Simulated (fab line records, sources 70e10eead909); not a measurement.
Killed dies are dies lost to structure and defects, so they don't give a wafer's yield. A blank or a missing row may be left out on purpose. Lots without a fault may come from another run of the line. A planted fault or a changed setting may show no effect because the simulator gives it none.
fab line records | flow nand_harc
record lots=7 wafers=21 last_day=32
route steps=1302 shown P_GATE@170 END@1302
lots that met no fault: from a run of the same line without faults
start_h: hours from the record's first day to the start of the lot's first wafer shown | wait_h: hours since the lot's step before | " the same as in the row above | L1.1+2: a row that stands for several wafers | - no value, or no start given | * or withheld: withheld | < > ~ a bound
route shown NAME@n: a module of which the file shows steps, and the number in the route of the first | usual: mean/standard deviation of fault-free wafers | same: alike in all rows | chamber/n: place in a boat | sites: the reading at each site | _std_site: their standard deviation | _edge_site: outer sites' mean less inner sites' | radius_mm: how far each site lies from the wafer's centre | mask NAME#n: copy n | behind: the tool/chamber that last shaped the wafer | hold: why the lot was held/for how many hours/how that ended | device: the transistor (n, p or np) that didn't switch | end of line: the same wafers' tests at the end of the route | a step without rows: its recipe alone | killed: dies lost to structure and defects at the first sort, not the wafer's yield | map: a wafer's dies, x killed, . not, _ none there
set.NAME: the setting as run; set.NAME@STEP: as run at that earlier step | model.NAME: the simulator's own value behind a step, which no gauge read
lots at some steps of the route; a table a step, a row a wafer
services: from which hour (start_h, from the record's first day; less than 0 if before it) a tool's chamber was out of use, for how many hours, and why
## steps
# step NHARC_P_GATE_CD_MEAS_46
# recipe target_cd_nm=720 landing_energy_ev=500
# usual cd_nm=720.3/2.2
# columns lot.wafer tool chamber start_h wait_h cd_nm
L986.1 cd_sem-01 0 136.75 - 721.3
L986.4 " 0 " " 720.1
L986.6 " 0 " " 720.5
L988.1 cd_sem-01 0 160.62 - 718.6
L988.4 " 0 " " 718.2
L988.5 " 0 " " 719.5
L998.1 cd_sem-01 0 250.81 - 720.0
L998.2 " 0 " " 720.5
L998.5 " 0 " " 717.7
L100.2 cd_sem-03 0 263.39 - 722.3
L100.3 " 0 " " 720.3
L100.4 " 0 " " 723.5
L101.1 cd_sem-02 0 275.17 - 720.5
L101.3 " 0 " " 720.2
L101.4 " 0 " " 718.7
L103.3 cd_sem-01 0 295.90 - 714.8
L103.4 " 0 " " 715.3
L103.6 " 0 " " 716.5
L105.4 cd_sem-01 0 329.66 - 719.2
L105.5 " 0 " " 720.0
L105.6 " 0 " " 719.7
# step NHARC_P_GATE_HARDBAKE_47
# recipe temp_c=125 time_s=80
# step NHARC_P_GATE_DESCUM_48
# recipe time_s=3 o2_flow_sccm=200 ar_flow_sccm=0 bias_power_w=0 chemistry=O2
# usual drypump_motor_current_A=5.9/0.55 oes_product_au=1.000/0.0094 rf_vpp_V=57.8/0.82 showerhead_plenum_p_Torr=1.92/0.048 throttle_valve_pct=11.312/0.0092
# columns lot.wafer tool chamber start_h wait_h drypump_motor_current_A oes_product_au rf_hours_counter_h rf_vpp_V showerhead_plenum_p_Torr throttle_valve_pct
L986.1 rie_diel-03 3 136.92 - 6.4 1.012 1.9 56.7 1.89 11.332
L986.6 " 2 " " 5.2 1.001 - 57.2 1.90 11.315
L986.4 " 3 " " 6.4 1.009 - 57.6 1.89 11.316
L988.4 rie_diel-02 2 160.78 - 6.5 1.002 3.5 57.5 1.91 11.295
L988.1 " 0 " " 5.3 1.012 5.0 56.6 1.95 11.311
L988.5 " 2 " " 6.5 0.997 - 57.1 1.91 11.312
L998.2 rie_diel-05 1 250.97 - 5.1 0.995 0.7 57.4 1.95 11.296
L998.1 " 2 " " 6.5 1.005 1.1 58.1 1.99 11.304
L998.5 " 2 " " 6.5 1.012 - 57.9 1.99 11.312
L100.2 rie_diel-02 0 263.54 - 5.3 0.994 2.3 59.0 1.95 11.311
L100.3 " 1 " " 5.8 1.014 1.8 59.4 1.96 11.334
L100.4 " 3 " " 5.9 0.991 2.8 56.7 1.95 11.305
L101.1 rie_diel-02 0 275.35 - 5.3 0.999 2.3 59.4 1.95 11.314
L101.4 " 1 " " 5.7 1.009 1.8 58.1 1.96 11.316
L101.3 " 2 " " 6.5 0.993 2.2 56.5 1.90 11.295
L103.3 rie_diel-02 0 296.07 - 5.3 0.997 3.1 58.3 1.95 11.316
L103.4 " 2 " " 6.5 0.998 2.8 57.8 1.90 11.309
L103.6 " 0 " " 5.3 1.019 - 56.0 1.95 11.317
L105.4 rie_diel-03 2 329.81 - 5.2 0.992 4.5 58.0 1.90 11.297
L105.5 " 2 " " 5.2 0.999 - 58.7 1.90 11.324
L105.6 " 3 " " 6.4 0.995 - 57.0 1.89 11.313
# step NHARC_P_GATE_IMPLANT_49
# recipe energy_kev=30 dose_cm2=3e+15 tilt_deg=7
# step NHARC_P_GATE_STRIP_111
# recipe power_w=1500 temp_c=110 time_s=250 chemistry=N2/H2
# usual drypump_motor_current_A=5.7/0.59 heater_power_w=92/3.1
# columns lot.wafer tool chamber start_h wait_h drypump_motor_current_A heater_power_w rf_hours_counter_h
L986.1 plasma_asher-01 0 137.35 0.2 5.5 94 30
L986.4 " 1 " " 6.2 90 -
L986.6 " 1 " " 6.2 91 -
L988.1 plasma_asher-01 1 161.26 0.3 6.2 93 34
L988.4 " 0 " " 5.5 90 -
L988.5 " 1 " " 6.2 91 -
L998.1 plasma_asher-01 0 251.43 0.3 5.5 95 17
L998.2 " 1 " " 6.2 90 17
L998.5 " 1 " " 6.2 91 -
L100.2 plasma_asher-01 1 263.91 0.2 6.2 93 23
L100.4 " 1 " " 6.2 92 -
L100.3 " 0 " " 5.5 93 -
L101.1 plasma_asher-02 0 275.71 0.2 4.8 93 4
L101.4 " 0 " " 4.9 88 -
L101.3 " 1 " " 6.4 89 -
L103.3 plasma_asher-01 1 296.75 0.5 6.2 93 -
L103.4 " 0 " " 5.5 93 -
L103.6 " 1 " " 6.2 92 -
L105.4 plasma_asher-02 1 330.33 0.3 6.3 87 -
L105.5 " 0 " " 4.8 89 -
L105.6 " 1 " " 6.3 91 -
# step NHARC_P_GATE_STRIP_75
# recipe power_w=1500 temp_c=250 chemistry=O2
# usual drypump_motor_current_A=5.7/0.59 heater_power_w=344/12
# columns lot.wafer tool chamber start_h wait_h drypump_motor_current_A heater_power_w rf_hours_counter_h
L986.1 plasma_asher-01 0 137.61 0.2 5.5 341 30
L986.4 " 1 " " 6.2 345 -
L986.6 " 1 " " 6.2 337 -
L988.1 plasma_asher-01 1 161.52 0.2 6.2 340 35
L988.4 " 0 " " 5.5 347 -
L988.5 " 1 " " 6.2 341 -
L998.1 plasma_asher-01 0 251.73 0.3 5.5 362 18
L998.2 " 1 " " 6.2 353 18
L998.5 " 1 " " 6.2 348 -
L100.2 plasma_asher-01 1 264.21 0.3 6.2 353 23
L100.4 " 1 " " 6.2 348 -
L100.3 " 0 " " 5.5 343 -
L101.1 plasma_asher-02 0 276.01 0.3 4.9 336 4
L101.4 " 0 " " 4.8 330 -
L101.3 " 1 " " 6.4 323 -
L103.3 plasma_asher-01 1 296.98 0.2 6.2 347 -
L103.4 " 0 " " 5.5 353 -
L103.6 " 1 " " 6.2 344 -
L105.4 plasma_asher-02 1 330.51 0.1 6.4 329 -
L105.5 " 0 " " 4.8 337 -
L105.6 " 1 " " 6.4 325 -
# step NHARC_P_GATE_STRIP_50
# recipe time_s=900 temp_c=130 chemistry=SPM
# step NHARC_P_GATE_DEHYDRATE_51
# recipe temp_c=150 time_s=120
# step NHARC_P_GATE_HMDS_52
# recipe time_s=30
# step NHARC_P_GATE_COAT_53
# recipe spin_rpm=3000
# step NHARC_P_GATE_SOFTBAKE_54
# recipe temp_c=122 time_s=95
# step NHARC_P_GATE_EBR_55
# step NHARC_P_GATE_EXPOSE_56
# recipe na=0.6 target_cd_nm=720 dose_mj=14.81 mask_id=P_PSD
# columns lot.wafer tool chamber start_h wait_h mask model.P_GATE.overlay_x_nm
L986.1+4+6 krf_scanner-04 0 138.24 - P_PSD#0 5.578
L988.1+4+5 krf_scanner-01 0 162.33 - P_PSD#0 -3.328
L998.1+2+5 krf_scanner-01 0 252.50 - P_PSD#0 -78.03
L100.2+3+4 krf_scanner-02 0 264.99 - P_PSD#0 6.084
L101.1+3+4 krf_scanner-01 0 276.79 - P_PSD#0 -73.23
L103.3+4+6 krf_scanner-01 0 297.74 - P_PSD#0 -73.68
L105.4+5+6 krf_scanner-02 0 331.15 - P_PSD#0 9.152
# step NHARC_P_GATE_PEB_57
# recipe peb_temp_c=118 peb_time_s=85
# step NHARC_END_SORT_01
# recipe temp_c=25
# usual killed_at_array=49/18 killed_at_other=0.8/1 killed_at_periphery=4.2/2.8 killed_dies=54/18 killed_open=3.0/1.7 killed_short=2.5/1.6
# same gross_dies=677
# columns lot.wafer tool chamber start_h wait_h killed_at_array killed_at_other killed_at_periphery killed_dies killed_open killed_short
L998.1 prober-01 0 711.63 2.5 100 0 5 105 2 2
L998.2 prober-01 0 712.43 2.8 55 0 5 60 3 2
L998.5 prober-01 0 714.84 3.7 72 1 4 77 3 1
# killed by level:class
L998.1 A_CHANNEL_HOLE_D1:chamber_film_flake=37 A_SLIT:chamber_film_flake=30 A_CHANNEL_HOLE_D2:chamber_film_flake=18 A_STAIRCASE:chamber_film_flake=5 A_DECK1_JOINT:chamber_film_flake=3 A_M1:chamber_film_flake=2 P_CONTACT:geometric_particle:open=1 A_ONON_D1:geometric_particle:open=1
L998.2 A_CHANNEL_HOLE_D1:chamber_film_flake=18 A_SLIT:chamber_film_flake=13 A_CHANNEL_HOLE_D2:chamber_film_flake=12 A_STAIRCASE:chamber_film_flake=6 A_M0:geometric_particle:open=2 P_BONDPAD:chamber_film_flake=2 A_CONTACT:chamber_film_flake=2 P_M0:geometric_particle:open=1
L998.5 A_CHANNEL_HOLE_D1:chamber_film_flake=28 A_SLIT:chamber_film_flake=17 A_CHANNEL_HOLE_D2:chamber_film_flake=16 A_STAIRCASE:chamber_film_flake=5 A_CONTACT:chamber_film_flake=3 P_GATE:geometric_particle:short=1 P_M0:geometric_particle:open=1 A_ONON_D1:geometric_particle:open=1
## services
# columns tool chamber start_h hours kind
rie_diel-03 0 134.75 12.1 repair
krf_scanner-01 - 140.00 4.0 pm
rie_diel-03 2 144.58 12.4 repair
plasma_asher-01 - 156.69 2.2 repair
krf_scanner-02 - 156.91 6.9 repair
plasma_asher-02 - 159.37 19.0 repair
plasma_asher-01 - 165.15 9.0 pm
plasma_asher-01 0 165.15 9.0 vent_cycle
plasma_asher-01 1 165.15 9.0 vent_cycle
rie_diel-03 0 181.59 8.4 repair
krf_scanner-04 - 182.00 4.0 pm
rie_diel-05 0 182.38 3.2 repair
rie_diel-02 1 185.47 4.4 repair
krf_scanner-04 - 193.51 3.3 repair
krf_scanner-01 - 198.70 2.8 repair
krf_scanner-04 - 204.06 0.6 repair
rie_diel-02 - 216.70 9.0 pm
rie_diel-05 - 229.62 9.0 pm
krf_scanner-04 - 232.28 0.5 repair
plasma_asher-02 - 249.27 9.0 pm
rie_diel-03 0 250.38 7.5 repair
krf_scanner-02 - 272.12 4.0 pm
rie_diel-03 - 281.30 9.0 pm
krf_scanner-01 - 312.00 4.0 pm
## key
first_sign none at tools or gauges
model_effect step=NHARC_P_GATE_EXPOSE_56 value=P_GATE.overlay_x_nm without=1.747 struck=-74.98
met_at NHARC_P_GATE_EXPOSE_56
struck_wafers L998.1,L998.2,L998.5,L101.1,L101.3,L101.4,L103.3,L103.4,L103.6
tester_left_out L998,L101,L103
onset_between 162.33 252.50
fault kind=scanner_matching_overlay tool=krf_scanner-01 chamber=- onset_h=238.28 steps=NHARC_P_GATE_EXPOSE_56 offset=-76.728
# tester_left_out: of these lots the tester's yield and bins aren't shown, on N5 and GAA mostly nor the transistor test; their killed dies are dies lost to structure and defects alone, not to doping, threshold or leakage, so they don't give the yield
